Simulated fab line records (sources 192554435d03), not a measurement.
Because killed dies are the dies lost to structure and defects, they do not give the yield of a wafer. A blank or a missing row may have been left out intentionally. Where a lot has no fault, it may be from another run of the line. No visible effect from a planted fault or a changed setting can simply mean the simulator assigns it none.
fab line records + flow n5_finfet
record:
- lots: 7
- wafers: 21
- last_day: 16
route steps=1938 shown BEOL_M7@1281
lots untouched by any fault: they come from a run of this same line in which no faults occurred
start_h: hours from the record's first day to the start of the lot's first wafer shown + wait_h: hours since the lot's step before + " repeats the value in the row above + L1.1+2: a single row standing in for several wafers + - no value present, or no start provided + * or withheld: withheld + < > ~ a bound
route shown NAME@n: NAME is a module with steps in the file, n the number in the route of the first one + usual: mean/standard deviation taken from wafers without a fault + same: alike in all rows + chamber/n: place in a boat + sites: the reading at each site + _std_site: their standard deviation + _edge_site: the outer-site mean with the inner-site mean subtracted + radius_mm: for every site, how far away it sits from the centre of the wafer + mask NAME#n: copy n + behind: the most recent tool/chamber to have shaped the wafer + hold: reason for holding the lot/hours on hold/outcome of the hold + device: transistor that didn't switch, given as n, p or np + end of line: tests of these same wafers at the route's end + step lacking rows: just its recipe + killed: dies lost to structure and defects at the first sort, not the wafer's yield + map: shows each die of a wafer: x if killed, . if not, _ if none is there
set.NAME: the setting as run; set.NAME@STEP: as run at that earlier step + model.NAME: the simulator's own value behind a step, which no gauge read
lots seen at some steps along the route; tables by step, rows by wafer
services: from which hour (start_h, from the record's first day; less than 0 if before it) a tool's chamber was out of use, for how many hours, and why
== steps ==
step: N5_BEOL_M7_ETCH_62
recipe:
- chemistry: N2/H2
- target: SOC
- target_depth_a: 1100
- overetch_a: 220
- mask_material: SiARC
- temp_c: 40
- time_s: 165
- ion_energy_ev: 200
- pressure_mtorr: 30
- source_w: 840
- bias_w: 150
- n2_flow_sccm: 200
- h2_flow_sccm: 200
usual:
- drypump_motor_current_A: 5.6/0.55
- oes_product_au: 0.70/0.082
- rf_fwd_power_W: 837.6/3
- rf_vpp_V: 523.9/2.8
- showerhead_plenum_p_Torr: 2.54/0.1
- throttle_valve_pct: 17.7/0.32
| lot.wafer | tool        | chamber | start_h | wait_h | drypump_motor_current_A | oes_product_au | rf_fwd_power_W | rf_hours_counter_h | rf_vpp_V | showerhead_plenum_p_Torr | throttle_valve_pct |
|-----------|-------------|---------|---------|--------|-------------------------|----------------|----------------|--------------------|----------|--------------------------|--------------------|
| L288.1    | rie_diel-03 | 3       | 194.52  | 0.0    | 5.4                     | 0.81           | 839.1          | 3                  | 522.3    | 2.50                     | 17.8               |
| L288.5    | "           | 2       | "       | "      | 6.6                     | 0.64           | 834.5          | -                  | 526.1    | 2.62                     | 17.6               |
| L288.6    | "           | 1       | "       | "      | 4.9                     | 0.71           | 840.8          | -                  | 527.7    | 2.70                     | 18.1               |
| L292.1    | rie_diel-03 | 2       | 218.12  | 0.0    | 6.6                     | 0.64           | 834.6          | 170                | 526.8    | 2.62                     | 17.6               |
| L292.4    | "           | 3       | "       | "      | 5.5                     | 0.78           | 838.7          | -                  | 523.2    | 2.49                     | 17.8               |
| L292.6    | "           | 1       | "       | "      | 4.9                     | 0.71           | 833.9          | -                  | 528.9    | 2.69                     | 18.1               |
| L293.2    | rie_diel-05 | 0       | 220.79  | 0.0    | 5.5                     | 0.74           | 832.0          | 59                 | 524.8    | 2.56                     | 17.1               |
| L293.3    | "           | 2       | "       | "      | 5.7                     | 0.56           | 833.8          | 252                | 526.2    | 2.60                     | 17.4               |
| L293.4    | "           | 0       | "       | "      | 5.5                     | 0.73           | 833.8          | -                  | 525.3    | 2.56                     | 17.1               |
| L294.1    | rie_diel-03 | 2       | 226.24  | 0.0    | 6.6                     | 0.64           | 836.0          | 172                | 527.0    | 2.62                     | 17.6               |
| L294.4    | "           | 1       | "       | "      | 4.9                     | 0.71           | 836.5          | 62                 | 528.5    | 2.69                     | 18.2               |
| L294.6    | "           | 2       | "       | "      | 6.6                     | 0.64           | 838.2          | -                  | 526.5    | 2.62                     | 17.6               |
| L295.2    | rie_diel-04 | 1       | 242.01  | 0.0    | 5.0                     | 0.61           | 835.6          | 185                | 520.1    | 2.42                     | 17.9               |
| L295.3    | "           | 3       | "       | "      | 6.0                     | 0.65           | 836.0          | 146                | 520.9    | 2.44                     | 17.8               |
| L295.5    | "           | 0       | "       | "      | 5.1                     | 0.59           | 837.8          | -                  | 521.1    | 2.40                     | 17.8               |
| L297.3    | rie_diel-03 | 0       | 245.59  | 0.0    | 5.7                     | 0.79           | 843.3          | 9                  | 522.1    | 2.48                     | 17.6               |
| L297.5    | "           | 0       | "       | "      | 5.6                     | 0.80           | 841.5          | -                  | 521.9    | 2.48                     | 17.6               |
| L297.6    | "           | 3       | "       | "      | 5.4                     | 0.77           | 838.1          | -                  | 521.1    | 2.49                     | 17.8               |
| L305.2    | rie_diel-03 | 3       | 297.85  | 0.0    | 5.4                     | 0.74           | 839.0          | 35                 | 524.4    | 2.48                     | 17.8               |
| L305.4    | "           | 0       | "       | "      | 5.6                     | 0.76           | 837.0          | 21                 | 522.0    | 2.48                     | 17.7               |
| L305.5    | "           | 2       | "       | "      | 6.6                     | 0.63           | 837.3          | -                  | 525.9    | 2.61                     | 17.7               |
step: N5_BEOL_M7_STRIP_68
recipe:
- chemistry: N2/H2
- temp_c: 40
- n2_flow_sccm: 200
- h2_flow_sccm: 200
- rf_frequency_hz: 6e+07
step: N5_BEOL_M7_STRIP_67
recipe:
- chemistry: CF4
- resist: SiARC
- power_w: 300
- bias_power_w: 75
- pressure_mtorr: 50
- cf4_flow_sccm: 150
- rf_frequency_hz: 6e+07
usual:
- drypump_motor_current_A: 5.6/0.55
- oes_product_au: 0.82/0.097
- rf_vpp_V: 271.0/1.8
- showerhead_plenum_p_Torr: 1.79/0.062
- throttle_valve_pct: 13.47/0.27
| lot.wafer | tool        | chamber | start_h | wait_h | drypump_motor_current_A | oes_product_au | rf_hours_counter_h | rf_vpp_V | showerhead_plenum_p_Torr | throttle_valve_pct |
|-----------|-------------|---------|---------|--------|-------------------------|----------------|--------------------|----------|--------------------------|--------------------|
| L288.1    | rie_diel-03 | 3       | 194.67  | 0.0    | 5.4                     | 0.96           | 4                  | 271.8    | 1.77                     | 13.40              |
| L288.5    | "           | 2       | "       | "      | 6.6                     | 0.77           | -                  | 273.3    | 1.84                     | 13.50              |
| L288.6    | "           | 1       | "       | "      | 4.9                     | 0.85           | -                  | 272.3    | 1.89                     | 13.68              |
| L292.1    | rie_diel-03 | 2       | 218.26  | 0.0    | 6.6                     | 0.75           | 170                | 273.1    | 1.84                     | 13.52              |
| L292.4    | "           | 3       | "       | "      | 5.4                     | 0.93           | -                  | 271.0    | 1.77                     | 13.42              |
| L292.6    | "           | 1       | "       | "      | 4.9                     | 0.85           | -                  | 273.2    | 1.89                     | 13.72              |
| L293.2    | rie_diel-05 | 0       | 220.94  | 0.0    | 5.5                     | 0.87           | 59                 | 271.6    | 1.81                     | 13.06              |
| L293.3    | "           | 2       | "       | "      | 5.7                     | 0.66           | 252                | 271.2    | 1.85                     | 13.55              |
| L293.4    | "           | 0       | "       | "      | 5.5                     | 0.87           | -                  | 272.0    | 1.81                     | 13.06              |
| L294.1    | rie_diel-03 | 2       | 226.39  | 0.0    | 6.6                     | 0.75           | 172                | 272.2    | 1.84                     | 13.52              |
| L294.4    | "           | 1       | "       | "      | 4.9                     | 0.84           | 62                 | 274.3    | 1.89                     | 13.70              |
| L294.6    | "           | 2       | "       | "      | 6.6                     | 0.75           | -                  | 271.8    | 1.84                     | 13.54              |
| L295.2    | rie_diel-04 | 1       | 242.16  | 0.0    | 5.0                     | 0.71           | 185                | 268.6    | 1.72                     | 13.65              |
| L295.3    | "           | 3       | "       | "      | 6.1                     | 0.75           | 146                | 269.7    | 1.74                     | 13.70              |
| L295.5    | "           | 0       | "       | "      | 5.1                     | 0.69           | -                  | 267.9    | 1.70                     | 13.60              |
| L297.3    | rie_diel-03 | 0       | 245.73  | 0.0    | 5.7                     | 0.94           | 9                  | 270.5    | 1.77                     | 13.34              |
| L297.5    | "           | 0       | "       | "      | 5.6                     | 0.93           | -                  | 271.9    | 1.77                     | 13.34              |
| L297.6    | "           | 3       | "       | "      | 5.4                     | 0.91           | -                  | 269.5    | 1.76                     | 13.42              |
| L305.2    | rie_diel-03 | 3       | 298.00  | 0.0    | 5.5                     | 0.88           | 35                 | 270.2    | 1.76                     | 13.45              |
| L305.4    | "           | 0       | "       | "      | 5.6                     | 0.91           | 22                 | 270.7    | 1.76                     | 13.36              |
| L305.5    | "           | 2       | "       | "      | 6.6                     | 0.73           | -                  | 274.2    | 1.83                     | 13.56              |
step: N5_BEOL_M7_HM_OPEN_17
recipe:
- chemistry: Cl2/BCl3
- target_depth_a: 200
- overetch_a: 60
- target: TiN
- mask_material: SOC
- ion_energy_ev: 150
- pressure_mtorr: 10
- icp_w: 1000
- bias_w: 126
- Cl2_flow_sccm: 53.25
- bcl3_flow_sccm: 21.75
- Ar_flow_sccm: 25
usual:
- bcl3_flow_sccm: 21.74/0.071
- drypump_motor_current_A: 5.61/0.17
- oes_product_au: 0.66/0.11
- rf_fwd_power_W: 994/3.6
- throttle_valve_pct: 22.22/0.17
| lot.wafer | tool         | chamber | start_h | wait_h | bcl3_flow_sccm | drypump_motor_current_A | oes_product_au | rf_fwd_power_W | rf_hours_counter_h | throttle_valve_pct |
|-----------|--------------|---------|---------|--------|----------------|-------------------------|----------------|----------------|--------------------|--------------------|
| L288.1    | rie_metal-03 | 0       | 194.71  | 0.0    | 21.86          | 5.54                    | 0.53           | 996            | 116                | 22.49              |
| L288.5    | "            | 0       | "       | "      | 21.78          | 5.54                    | 0.53           | 991            | -                  | 22.49              |
| L288.6    | "            | 1       | "       | "      | 21.80          | 5.59                    | 0.52           | 995            | -                  | 22.29              |
| L292.1    | rie_metal-02 | 1       | 218.30  | 0.0    | 21.68          | 5.67                    | 0.53           | 990            | 117                | 22.57              |
| L292.4    | "            | 0       | "       | "      | 21.81          | 5.87                    | 0.75           | 995            | -                  | 22.29              |
| L292.6    | "            | 1       | "       | "      | 21.73          | 5.64                    | 0.53           | 995            | -                  | 22.56              |
| L293.2    | rie_metal-02 | 1       | 220.98  | 0.0    | 21.76          | 5.66                    | 0.52           | 1000           | 117                | 22.57              |
| L293.3    | "            | 1       | "       | "      | 21.83          | 5.68                    | 0.53           | 998            | -                  | 22.59              |
| L293.4    | "            | 0       | "       | "      | 21.61          | 5.84                    | 0.74           | 992            | -                  | 22.28              |
| L294.1    | rie_metal-02 | 0       | 226.43  | 0.0    | 21.66          | 5.86                    | 0.73           | 995            | 15                 | 22.31              |
| L294.4    | "            | 1       | "       | "      | 21.72          | 5.63                    | 0.52           | 996            | -                  | 22.58              |
| L294.6    | "            | 1       | "       | "      | 21.64          | 5.65                    | 0.52           | 994            | -                  | 22.59              |
| L295.2    | rie_metal-03 | 0       | 242.20  | 0.0    | 21.69          | 5.56                    | 0.52           | 997            | 120                | 22.51              |
| L295.3    | "            | 0       | "       | "      | 21.72          | 5.53                    | 0.53           | 994            | -                  | 22.49              |
| L295.5    | "            | 1       | "       | "      | 21.75          | 5.59                    | 0.52           | 997            | -                  | 22.28              |
| L297.3    | rie_metal-03 | 0       | 245.81  | 0.1    | 21.76          | 5.54                    | 0.53           | 996            | -                  | 22.49              |
| L297.5    | "            | 0       | "       | "      | 21.71          | 5.53                    | 0.52           | 993            | -                  | 22.49              |
| L297.6    | "            | 1       | "       | "      | 21.70          | 5.60                    | 0.52           | 991            | -                  | 22.29              |
| L305.2    | rie_metal-03 | 1       | 298.04  | 0.0    | 21.75          | 5.58                    | 0.82           | 991            | 0                  | 22.27              |
| L305.4    | "            | 1       | "       | "      | 21.81          | 5.61                    | 0.83           | 987            | -                  | 22.26              |
| L305.5    | "            | 0       | "       | "      | 21.72          | 5.51                    | 0.87           | 991            | -                  | 22.05              |
step: N5_BEOL_M7_STRIP_19
recipe:
- chemistry: O2
- power_w: 400
- temp_c: 40
- pressure_mtorr: 30
- rf_frequency_hz: 6e+07
- bias_power_w: 0
- overash_fraction: 0.2
- o2_flow_sccm: 225
usual:
- drypump_motor_current_A: 5.6/0.54
- oes_product_au: 0.80/0.11
- rf_vpp_V: 3.6/0.61
- showerhead_plenum_p_Torr: 2.08/0.075
- throttle_valve_pct: 16.66/0.23
| lot.wafer | tool        | chamber | start_h | wait_h | drypump_motor_current_A | oes_product_au | rf_hours_counter_h | rf_vpp_V | showerhead_plenum_p_Torr | throttle_valve_pct |
|-----------|-------------|---------|---------|--------|-------------------------|----------------|--------------------|----------|--------------------------|--------------------|
| L288.1    | rie_diel-04 | 0       | 194.82  | 0.1    | 5.1                     | 0.70           | 214                | 3.9      | 1.98                     | 16.61              |
| L288.5    | "           | 3       | "       | "      | 6.1                     | 0.76           | -                  | 3.7      | 2.03                     | 16.75              |
| L288.6    | "           | 0       | "       | "      | 5.1                     | 0.70           | -                  | 4.9      | 1.98                     | 16.59              |
| L292.1    | rie_diel-05 | 3       | 218.43  | 0.1    | 5.0                     | 0.98           | 4                  | 3.1      | 2.04                     | 15.88              |
| L292.4    | "           | 0       | "       | "      | 5.5                     | 0.89           | -                  | 3.3      | 2.12                     | 16.15              |
| L292.6    | "           | 3       | "       | "      | 5.0                     | 0.98           | -                  | 4.9      | 2.04                     | 15.90              |
| L293.2    | rie_diel-03 | 0       | 221.09  | 0.1    | 5.7                     | 1.00           | 0                  | 4.3      | 2.07                     | 16.51              |
| L293.3    | "           | 1       | "       | "      | 4.9                     | 0.85           | 61                 | 2.9      | 2.21                     | 16.83              |
| L293.4    | "           | 3       | "       | "      | 5.4                     | 0.94           | 14                 | 4.1      | 2.06                     | 16.60              |
| L294.1    | rie_diel-04 | 3       | 226.56  | 0.1    | 6.0                     | 0.75           | 141                | 4.3      | 2.02                     | 16.75              |
| L294.4    | "           | 2       | "       | "      | 6.3                     | 0.70           | 232                | 4.1      | 2.07                     | 17.01              |
| L294.6    | "           | 0       | "       | "      | 5.1                     | 0.69           | -                  | 3.5      | 1.98                     | 16.61              |
| L295.2    | rie_diel-03 | 2       | 242.40  | 0.2    | 6.6                     | 0.74           | 177                | 4.5      | 2.19                     | 16.73              |
| L295.3    | "           | 1       | "       | "      | 4.9                     | 0.83           | 68                 | 2.8      | 2.21                     | 16.84              |
| L295.5    | "           | 0       | "       | "      | 5.6                     | 0.94           | -                  | 3.2      | 2.07                     | 16.52              |
| L297.3    | rie_diel-03 | 3       | 245.89  | 0.1    | 5.4                     | 0.92           | 21                 | 3.7      | 2.06                     | 16.60              |
| L297.5    | "           | 1       | "       | "      | 4.9                     | 0.82           | -                  | 3.6      | 2.21                     | 16.84              |
| L297.6    | "           | 0       | "       | "      | 5.6                     | 0.93           | -                  | 4.4      | 2.07                     | 16.53              |
| L305.2    | rie_diel-03 | 0       | 298.17  | 0.1    | 5.7                     | 0.92           | 22                 | 2.9      | 2.06                     | 16.55              |
| L305.4    | "           | 3       | "       | "      | 5.4                     | 0.89           | 35                 | 2.8      | 2.06                     | 16.62              |
| L305.5    | "           | 0       | "       | "      | 5.6                     | 0.91           | -                  | 3.4      | 2.06                     | 16.55              |
step: N5_BEOL_M7_CD_MEAS_18
recipe:
- pitch_nm: 80
- target_cd_nm: 40
usual:
- cd_nm: 40.1/0.61
| lot.wafer | tool      | chamber | start_h | wait_h | cd_nm |
|-----------|-----------|---------|---------|--------|-------|
| L288.1    | cd_sem-01 | -       | 194.89  | 0.0    | 39.1  |
| L288.5    | "         | -       | "       | "      | 39.0  |
| L288.6    | "         | -       | "       | "      | 39.5  |
| L292.1    | cd_sem-03 | -       | 218.50  | 0.0    | 39.1  |
| L292.4    | "         | -       | "       | "      | 39.7  |
| L292.6    | "         | -       | "       | "      | 39.7  |
| L293.2    | cd_sem-01 | -       | 221.16  | 0.1    | 41.1  |
| L293.3    | "         | -       | "       | "      | 40.7  |
| L293.4    | "         | -       | "       | "      | 40.5  |
| L294.1    | cd_sem-02 | -       | 226.63  | 0.0    | 39.3  |
| L294.4    | "         | -       | "       | "      | 40.4  |
| L294.6    | "         | -       | "       | "      | 41.0  |
| L295.2    | cd_sem-03 | -       | 242.47  | 0.1    | 39.8  |
| L295.3    | "         | -       | "       | "      | 40.4  |
| L295.5    | "         | -       | "       | "      | 39.8  |
| L297.3    | cd_sem-01 | -       | 245.96  | 0.1    | 40.2  |
| L297.5    | "         | -       | "       | "      | 39.1  |
| L297.6    | "         | -       | "       | "      | 39.6  |
| L305.2    | cd_sem-01 | -       | 298.24  | 0.1    | 39.2  |
| L305.4    | "         | -       | "       | "      | 40.1  |
| L305.5    | "         | -       | "       | "      | 39.8  |
step: N5_BEOL_M7_COAT_63
recipe:
- resist: SOC
- temp_c: 250
- time_s: 60
- spin_rpm: 1500
- resist_thk_nm: 60
step: N5_BEOL_M7_COAT_64
recipe:
- resist: SiARC
- temp_c: 220
- time_s: 60
- spin_rpm: 1500
- resist_thk_nm: 12
step: N5_BEOL_M7_COAT_71
recipe:
- resist: underlayer
- temp_c: 205
- time_s: 60
- spin_rpm: 1500
- resist_thk_nm: 5
step: N5_BEOL_M7_COAT_22
recipe:
- resist: CAR-EUV
- spin_rpm: 1500
- resist_thk_nm: 30
step: N5_BEOL_M7_EBR_24
recipe:
- solvent: PGMEA
- ebr_width_mm: 1.5
step: N5_BEOL_M7_SOFTBAKE_23
recipe:
- temp_c: 110
- time_s: 60
- resist: CAR-EUV
step: N5_BEOL_M7_EXPOSE_25
recipe:
- mask_id: V6
- na: 0.33
- source_shape: annular
- sigma_inner: 0.4
- sigma_outer: 0.8
- polarization: unpolarized
- target_cd_nm: 40
- dose_mj: 42.5
usual:
- exposure_dose_mJ_cm2: 42.42/0.043
- focus_offset_nm: 0.0/0.63
- sigma_outer: 0.8/0
| lot.wafer | tool           | chamber | start_h | wait_h | mask | exposure_dose_mJ_cm2 | focus_offset_nm | sigma_outer |
|-----------|----------------|---------|---------|--------|------|----------------------|-----------------|-------------|
| L288.1    | euv_scanner-01 | 0       | 195.07  | -      | V6#0 | 42.43                | -0.2            | 0.8         |
| L288.5    | "              | 0       | "       | "      | V6#0 | 42.47                | -0.8            | 0.8         |
| L288.6    | "              | 0       | "       | "      | V6#0 | 42.47                | 0.0             | 0.8         |
| L292.1    | euv_scanner-01 | -       | 219.09  | -      | V6#0 | -                    | -               | -           |
| L292.4    | "              | -       | "       | "      | V6#0 | -                    | -               | -           |
| L292.6    | "              | -       | "       | "      | V6#0 | -                    | -               | -           |
| L293.2    | euv_scanner-02 | -       | 221.47  | -      | V6#0 | -                    | -               | -           |
| L293.3    | "              | -       | "       | "      | V6#0 | -                    | -               | -           |
| L293.4    | "              | -       | "       | "      | V6#0 | -                    | -               | -           |
| L294.1    | euv_scanner-02 | -       | 226.80  | -      | V6#0 | -                    | -               | -           |
| L294.4    | "              | -       | "       | "      | V6#0 | -                    | -               | -           |
| L294.6    | "              | -       | "       | "      | V6#0 | -                    | -               | -           |
| L295.2    | euv_scanner-01 | 0       | 242.77  | -      | V6#0 | 42.54                | 0.2             | 0.8         |
| L295.3    | "              | 0       | "       | "      | V6#0 | 42.48                | 0.2             | 0.8         |
| L295.5    | "              | 0       | "       | "      | V6#0 | 42.44                | 0.6             | 0.8         |
| L297.3    | euv_scanner-02 | 0       | 246.74  | -      | V6#0 | 42.38                | -1.2            | 0.8         |
| L297.5    | "              | 0       | "       | "      | V6#0 | 42.36                | 0.1             | 0.8         |
| L297.6    | "              | 0       | "       | "      | V6#0 | 42.39                | -0.2            | 0.8         |
| L305.2    | euv_scanner-02 | 0       | 299.55  | -      | V6#0 | 42.48                | -1.1            | 0.8         |
| L305.4    | "              | 0       | "       | "      | V6#0 | 42.46                | 0.5             | 0.8         |
| L305.5    | "              | 0       | "       | "      | V6#0 | 42.37                | -0.2            | 0.8         |
step: N5_BEOL_M7_PEB_26
recipe:
- peb_temp_c: 100
- peb_time_s: 60
- resist: CAR-EUV
== services ==
| tool           | chamber | start_h | hours | kind                          |
|----------------|---------|---------|-------|-------------------------------|
| euv_scanner-02 | -       | 181.43  | 1.0   | pm                            |
| rie_diel-04    | 1       | 183.48  | 4.8   | repair                        |
| euv_scanner-02 | -       | 185.99  | 1.1   | repair                        |
| rie_diel-03    | 0       | 193.33  | -     | clean                         |
| rie_diel-03    | 0       | 193.33  | -     | consumable_replace:focus_ring |
| rie_diel-03    | 0       | 193.33  | 26.6  | scheduled_down                |
| rie_diel-03    | 0       | 193.33  | 26.6  | vent_cycle                    |
| euv_scanner-01 | -       | 209.24  | 1.0   | pm                            |
| euv_scanner-01 | -       | 225.28  | 4.6   | pm                            |
| euv_scanner-01 | -       | 231.23  | 1.8   | repair                        |
| euv_scanner-01 | -       | 233.45  | 2.0   | repair                        |
| euv_scanner-02 | -       | 236.51  | 0.1   | repair                        |
| euv_scanner-02 | -       | 237.58  | 1.0   | pm                            |
| euv_scanner-02 | -       | 247.72  | 4.6   | pm                            |
| euv_scanner-02 | 0       | 254.51  | -     | calibration                   |
| euv_scanner-02 | -       | 256.36  | 0.5   | repair                        |
| rie_metal-03   | 1       | 262.40  | -     | clean                         |
| rie_metal-03   | 1       | 262.40  | 22.1  | scheduled_down                |
| rie_metal-03   | 1       | 262.40  | 22.1  | vent_cycle                    |
| euv_scanner-01 | -       | 265.39  | 1.0   | pm                            |
| rie_metal-03   | 0       | 284.50  | -     | clean                         |
| rie_metal-03   | 0       | 284.50  | 13.2  | scheduled_down                |
| rie_metal-03   | 0       | 284.50  | 13.2  | vent_cycle                    |
| euv_scanner-02 | -       | 293.73  | 1.0   | pm                            |
== key ==
first_sign:
- step: N5_BEOL_M7_EXPOSE_25
- reading: tool_record
- direction: missing
effect none on later readings
met_at N5_BEOL_M7_EXPOSE_25
struck_wafers L292.1,L292.4,L292.6,L293.2,L293.3,L293.4,L294.1,L294.4,L294.6
later_rows_left_out L292.1,L292.4,L292.6,L293.2,L293.3,L293.4,L294.1,L294.4,L294.6
sort_left_out L292.1,L292.4,L292.6,L293.2,L293.3,L293.4,L294.1,L294.4,L294.6
onset_between 195.07 219.09
fault:
- kind: skipped_step_whole
- tool: euv_scanner-01,euv_scanner-02
- chamber: -
- onset_h: 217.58
- steps: N5_BEOL_M7_EXPOSE_25
- scope: struck_lots_only
sort_left_out: the simulated sort isn't trusted on such a fault, so these wafers' sort isn't shown, and their yield isn't known
later_rows_left_out: the simulator's readings of these wafers behind a module that went badly wrong aren't trusted and aren't shown, but for the sort
